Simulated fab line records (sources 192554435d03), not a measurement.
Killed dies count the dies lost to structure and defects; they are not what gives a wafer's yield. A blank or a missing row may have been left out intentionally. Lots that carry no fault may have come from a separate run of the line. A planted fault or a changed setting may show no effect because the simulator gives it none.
Chamber matching / flow n5-finfet / N5_BEOL_M1_STRIP_19 on rie-diel-03 has 4 sister chambers
The step strips in O2. 22 wafers are shown with their chamber, then 11 later ones without.

## EACH WAFER AND ITS CHAMBER
wafer=L075.2; chamber=2; showerhead-plenum-p-Torr (Torr)=2.19; drypump-motor-current-A (A)=5.0; throttle-valve-pct (%)=16.69
wafer=L075.4; chamber=3; showerhead-plenum-p-Torr (Torr)=2.14; drypump-motor-current-A (A)=5.4; throttle-valve-pct (%)=16.67
wafer=L075.6; chamber=0; showerhead-plenum-p-Torr (Torr)=2.09; drypump-motor-current-A (A)=5.6; throttle-valve-pct (%)=16.93
wafer=L077.1; chamber=1; showerhead-plenum-p-Torr (Torr)=2.01; drypump-motor-current-A (A)=6.1; throttle-valve-pct (%)=16.33
wafer=L077.2; chamber=0; showerhead-plenum-p-Torr (Torr)=2.09; drypump-motor-current-A (A)=5.5; throttle-valve-pct (%)=16.95
wafer=L077.5; chamber=1; showerhead-plenum-p-Torr (Torr)=2.01; drypump-motor-current-A (A)=6.1; throttle-valve-pct (%)=16.33
wafer=L078.1; chamber=0; showerhead-plenum-p-Torr (Torr)=2.09; drypump-motor-current-A (A)=5.6; throttle-valve-pct (%)=16.95
wafer=L078.3; chamber=3; showerhead-plenum-p-Torr (Torr)=2.14; drypump-motor-current-A (A)=5.4; throttle-valve-pct (%)=16.67
wafer=L078.4; chamber=1; showerhead-plenum-p-Torr (Torr)=2.01; drypump-motor-current-A (A)=6.1; throttle-valve-pct (%)=16.34
wafer=L083.1; chamber=3; showerhead-plenum-p-Torr (Torr)=2.14; drypump-motor-current-A (A)=5.3; throttle-valve-pct (%)=16.67
wafer=L083.5; chamber=0; showerhead-plenum-p-Torr (Torr)=2.09; drypump-motor-current-A (A)=5.6; throttle-valve-pct (%)=16.98
wafer=L083.6; chamber=2; showerhead-plenum-p-Torr (Torr)=2.18; drypump-motor-current-A (A)=5.0; throttle-valve-pct (%)=16.69
wafer=L084.3; chamber=1; showerhead-plenum-p-Torr (Torr)=2.01; drypump-motor-current-A (A)=6.1; throttle-valve-pct (%)=16.36
wafer=L084.5; chamber=0; showerhead-plenum-p-Torr (Torr)=2.09; drypump-motor-current-A (A)=5.5; throttle-valve-pct (%)=16.94
wafer=L084.6; chamber=1; showerhead-plenum-p-Torr (Torr)=2.01; drypump-motor-current-A (A)=6.1; throttle-valve-pct (%)=16.35
wafer=L085.3; chamber=2; showerhead-plenum-p-Torr (Torr)=2.18; drypump-motor-current-A (A)=5.0; throttle-valve-pct (%)=16.72
wafer=L085.4; chamber=1; showerhead-plenum-p-Torr (Torr)=2.01; drypump-motor-current-A (A)=6.1; throttle-valve-pct (%)=16.35
wafer=L085.6; chamber=0; showerhead-plenum-p-Torr (Torr)=2.09; drypump-motor-current-A (A)=5.5; throttle-valve-pct (%)=16.97
wafer=L086.2; chamber=1; showerhead-plenum-p-Torr (Torr)=2.01; drypump-motor-current-A (A)=6.1; throttle-valve-pct (%)=16.38
wafer=L086.3; chamber=3; showerhead-plenum-p-Torr (Torr)=2.13; drypump-motor-current-A (A)=5.4; throttle-valve-pct (%)=16.70
wafer=L086.6; chamber=0; showerhead-plenum-p-Torr (Torr)=2.08; drypump-motor-current-A (A)=5.5; throttle-valve-pct (%)=16.96
wafer=L088.3; chamber=0; showerhead-plenum-p-Torr (Torr)=2.08; drypump-motor-current-A (A)=5.5; throttle-valve-pct (%)=16.97

SIGNATURES (averages over the wafers above)
reading=showerhead-plenum-p-Torr; chamber 0=2.0875; chamber 1=2.0100; chamber 2=2.1833; chamber 3=2.1375; scatter within a chamber=0.00403
reading=drypump-motor-current-A; chamber 0=5.537; chamber 1=6.100; chamber 2=5.000; chamber 3=5.375; scatter within a chamber=0.0382
reading=throttle-valve-pct; chamber 0=16.9563; chamber 1=16.3486; chamber 2=16.7000; chamber 3=16.6775; scatter within a chamber=0.0169
Rule: distance of a wafer from a chamber = root of the sum over the readings of ((wafer's reading minus chamber's mean) / reading's scatter) squared. If the next closest chamber is less than 2 further off than the closest, the wafer can't be placed; otherwise it belongs to the closest. How the scatter is found: for the shown wafers, subtract from each reading the mean of its chamber, square and add these, divide the total by (wafers less chambers), then take the root.

## WAFERS WITH NO CHAMBER GIVEN
wafer=L088.5; showerhead-plenum-p-Torr (Torr)=2.08; drypump-motor-current-A (A)=5.5; throttle-valve-pct (%)=16.97
wafer=L088.6; showerhead-plenum-p-Torr (Torr)=2.13; drypump-motor-current-A (A)=5.3; throttle-valve-pct (%)=16.71
wafer=L090.2; showerhead-plenum-p-Torr (Torr)=2.18; drypump-motor-current-A (A)=5.0; throttle-valve-pct (%)=16.73
wafer=L090.4; showerhead-plenum-p-Torr (Torr)=2.08; drypump-motor-current-A (A)=5.5; throttle-valve-pct (%)=17.00
wafer=L090.5; showerhead-plenum-p-Torr (Torr)=2.01; drypump-motor-current-A (A)=6.1; throttle-valve-pct (%)=16.37
wafer=L091.1; showerhead-plenum-p-Torr (Torr)=2.18; drypump-motor-current-A (A)=5.0; throttle-valve-pct (%)=16.73
wafer=L091.3; showerhead-plenum-p-Torr (Torr)=2.13; drypump-motor-current-A (A)=5.4; throttle-valve-pct (%)=16.70
wafer=L091.4; showerhead-plenum-p-Torr (Torr)=2.08; drypump-motor-current-A (A)=5.6; throttle-valve-pct (%)=16.98
wafer=L094.1; showerhead-plenum-p-Torr (Torr)=2.08; drypump-motor-current-A (A)=5.6; throttle-valve-pct (%)=17.02
wafer=L094.2; showerhead-plenum-p-Torr (Torr)=2.00; drypump-motor-current-A (A)=6.1; throttle-valve-pct (%)=16.39
wafer=L094.6; showerhead-plenum-p-Torr (Torr)=2.17; drypump-motor-current-A (A)=5.0; throttle-valve-pct (%)=16.76

## WHICH CHAMBER EACH ONE RAN IN
wafer=L088.5; from the rows above=0; in truth=0
wafer=L088.6; from the rows above=3; in truth=3
wafer=L090.2; from the rows above=2; in truth=2
wafer=L090.4; from the rows above=0; in truth=0
wafer=L090.5; from the rows above=1; in truth=1
wafer=L091.1; from the rows above=2; in truth=2
wafer=L091.3; from the rows above=3; in truth=3
wafer=L091.4; from the rows above=0; in truth=0
wafer=L094.1; from the rows above=0; in truth=0
wafer=L094.2; from the rows above=1; in truth=1
wafer=L094.6; from the rows above=2; in truth=2
11 of 11 placed correctly. Not placeable from these rows: 0. Placed wrongly: 0.
